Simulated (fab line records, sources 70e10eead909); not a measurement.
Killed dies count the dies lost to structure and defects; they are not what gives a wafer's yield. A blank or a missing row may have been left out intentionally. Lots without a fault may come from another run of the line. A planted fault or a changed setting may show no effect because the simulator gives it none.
Matching of chambers ; flow nand_harc ; NHARC_P_GATE_DEP_103 on pecvd-04: 3 sister chambers
The step deposits SiON, target thk 30 nm. 14 wafers are shown with their chamber, then 7 later ones without.

== WAFERS PAIRED WITH THEIR CHAMBERS ==
wafer;chamber;heater_power_w (W)
L653.1;1;729
L653.3;2;788
L653.4;0;806
L656.2;1;723
L656.3;0;754
L656.5;2;807
L657.3;0;802
L657.4;2;755
L657.6;1;717
L672.1;1;724
L672.4;0;744
L672.5;1;715
L674.2;0;720
L674.3;1;731

SIGNATURES, as means of the wafers listed above
reading;chamber 0;chamber 1;chamber 2;scatter within a chamber
heater_power_w;765.20;723.17;783.33;25.6
Rule: a wafer lies at a distance from a chamber equal to the root of the sum of squares, over the readings, of (its reading less the chamber's mean, divided by the reading's scatter). The wafer belongs to the nearest chamber; if the next one is less than 2 further off, it can't be placed. The scatter: take each reading less its chamber's mean, square it, sum over the shown wafers, divide by the number of wafers less the number of chambers, and take the root.

== WAFERS WHOSE CHAMBER IS MISSING ==
wafer;heater_power_w (W)
L674.6;722
L673.1;704
L673.2;720
L673.4;737
L676.3;637
L676.4;725
L676.6;631

== WHICH CHAMBER EACH ONE RAN IN ==
wafer;from the rows above;in truth
L674.6;can't be placed: 1 or 0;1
L673.1;can't be placed: 1 or 0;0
L673.2;can't be placed: 1 or 0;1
L673.4;can't be placed: 1 or 0 or 2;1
L676.3;can't be placed: 1 or 0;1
L676.4;can't be placed: 1 or 0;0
L676.6;can't be placed: 1 or 0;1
Placed correctly: 0 of 7. Unplaceable from these rows: 7, with the true chamber sitting among the candidates in 7. Wrongly placed: 0.
